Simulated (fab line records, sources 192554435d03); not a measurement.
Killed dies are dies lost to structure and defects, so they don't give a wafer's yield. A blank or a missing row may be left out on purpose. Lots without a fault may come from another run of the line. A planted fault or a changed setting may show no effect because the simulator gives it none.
Split-lot experiment | flow n5_finfet | 7 lots, 21 wafers read, on a route of 1938 steps

THE SPLIT
At N5_BEOL_M3_COAT_67 (time 60 s, resist thk 60 nm), the setting spin_rpm was moved away from the recipe's 1500 rpm on 7 of the 21 wafers read, by -9.7% to +8.7%. The other wafers ran this setting at the recipe's value.

FROM THE SPLIT TO THE READING: what the file shows between them, 9 steps
- N5_BEOL_M3_EXPOSE_25: exposes mask V2, defocus 5 nm (also split here: dose_mj)
- N5_BEOL_M3_PEB_26: peb time 60 s
- N5_BEOL_M3_DEVELOP_27: develop time 30 s
- N5_BEOL_M3_CD_MEAS_28: target cd 25.7 nm, target cd y 23.3 nm
- N5_BEOL_M3_ALD_98: deposits SiO2, target thk 2.5 nm, pulse time 1 s, co reactant pulse time 1 s
- N5_BEOL_M3_ETCHBACK_99: etches SiO2 in CHF3, target depth 5 nm, time 10.4 s
- N5_BEOL_M3_ETCH_70: etches SOC in N2/H2, target depth 80 nm, overetch 16 nm, time 120 s
- N5_BEOL_M3_STRIP_71: strips in N2/H2
- N5_BEOL_M3_STRIP_78: strips in N2/H2

THE READING
SOC_of_BEOL_M3_COAT_67.thk_nm (the simulator's own value, which no gauge read), in nm, at N5_BEOL_M3_VIA_ETCH_34 (etches the open film in C4F6/O2, target depth 69.4 nm, time 65.9 s). The file gives no usual value for it. The 14 wafers here that ran the recipe average 52.0 nm, standard deviation 0.26 nm.

wafer  | tool, chamber at the split | spin_rpm as run, rpm | against the recipe | SOC_of_BEOL_M3_COAT_67.thk_nm, nm | against lot-mates on the recipe
L081.1 | litho_track-03, 0          | 1500                 | recipe             | 52.2                              | -
L081.3 | litho_track-03, 0          | 1500                 | recipe             | 52.2                              | -
L081.2 | litho_track-03, 0          | 1434                 | -4.4%              | 53.8                              | +1.6
L082.2 | litho_track-04, 0          | 1500                 | recipe             | 52.2                              | -
L082.4 | litho_track-04, 0          | 1500                 | recipe             | 51.6                              | -
L082.6 | litho_track-04, 0          | 1500                 | recipe             | 52                                | -
L083.3 | litho_track-04, 0          | 1454                 | -3.1%              | 52.8                              | +1.0
L083.4 | litho_track-04, 0          | 1454                 | -3.1%              | 53.4                              | +1.6
L083.6 | litho_track-04, 0          | 1500                 | recipe             | 51.8                              | -
L087.1 | litho_track-05, 0          | 1500                 | recipe             | 51.4                              | -
L087.2 | litho_track-05, 0          | 1500                 | recipe             | 52                                | -
L087.3 | litho_track-05, 0          | 1449                 | -3.4%              | 52.8                              | +1.1
L088.1 | litho_track-03, 0          | 1500                 | recipe             | 52.2                              | -
L088.6 | litho_track-03, 0          | 1500                 | recipe             | 52.2                              | -
L088.4 | litho_track-03, 0          | 1355                 | -9.7%              | 55                                | +2.8
L086.1 | litho_track-04, 0          | 1500                 | recipe             | 52.2                              | -
L086.2 | litho_track-04, 0          | 1500                 | recipe             | 51.8                              | -
L086.3 | litho_track-04, 0          | 1500                 | recipe             | 52                                | -
L090.2 | litho_track-04, 0          | 1631                 | +8.7%              | 49.6                              | -2.0
L090.4 | litho_track-04, 0          | 1500                 | recipe             | 51.6                              | -
L090.6 | litho_track-04, 0          | 1631                 | +8.7%              | 49.4                              | -2.2

THE FIT
A straight line over all 21 wafers: SOC_of_BEOL_M3_COAT_67.thk_nm changes by -0.304 nm for each +1% of spin_rpm; r = -0.97; the points scatter about the line by 0.29 nm.
The same after taking each lot's own level away (the mean of its wafers on the recipe; 21 wafers): -0.277 nm for each +1%; r = -0.97; scatter 0.25 nm.
On that fit, the largest move of spin_rpm shifts the reading by 2.7 nm.
The lots' own levels span 51.60 to 52.20 nm, that is 2.3 times the standard deviation above.
So the lot-to-lot level changes the slope little: the two slopes agree.
Check: with one of the wafers moved furthest among these (-9.7%) left out of the fit, the line predicts +2.77 nm for it against its lot-mates. It came out at +2.8 nm against them.

OTHER SPLITS ON THESE WAFERS
These wafers also went through other splits before the reading. Each is held against what the fit with the lots' levels taken away leaves over:
other split on the same wafers | wafers away from the commonest value | r with SOC_of_BEOL_M3_COAT_67.thk_nm (lot level and that fit taken away)
N5_BEOL_M3_COAT_61 spin_rpm    | 4                                    | -0.08
N5_BEOL_M3_EXPOSE_25 dose_mj   | 5                                    | -0.13

THE WHOLE CHAIN: every reading that the file lists as answering this split, in the file's order
step                   | what it does                                                        | reading                                                                        | change (the file's fit)               | r (the file's)
N5_BEOL_M3_COAT_67     | time 60 s, resist thk 60 nm                                         | SOC_of_BEOL_M3_COAT_67.thk_nm (the simulator's own value, which no gauge read) | -0.304 nm for each +1% of the setting | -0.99
N5_BEOL_M3_ETCH_70     | etches SOC in N2/H2, target depth 80 nm, overetch 16 nm, time 120 s | etch.depth_nm (the simulator's own value, which no gauge read)                 | -0.303 nm for each +1% of the setting | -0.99
N5_BEOL_M3_VIA_ETCH_34 | etches the open film in C4F6/O2, target depth 69.4 nm, time 65.9 s  | SOC_of_BEOL_M3_COAT_67.thk_nm (the simulator's own value, which no gauge read) | -0.286 nm for each +1% of the setting | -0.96

THE FILE'S OWN FIT
SOC_of_BEOL_M3_COAT_67.thk_nm changes by -0.286 nm for each +1% of spin_rpm, r = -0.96.
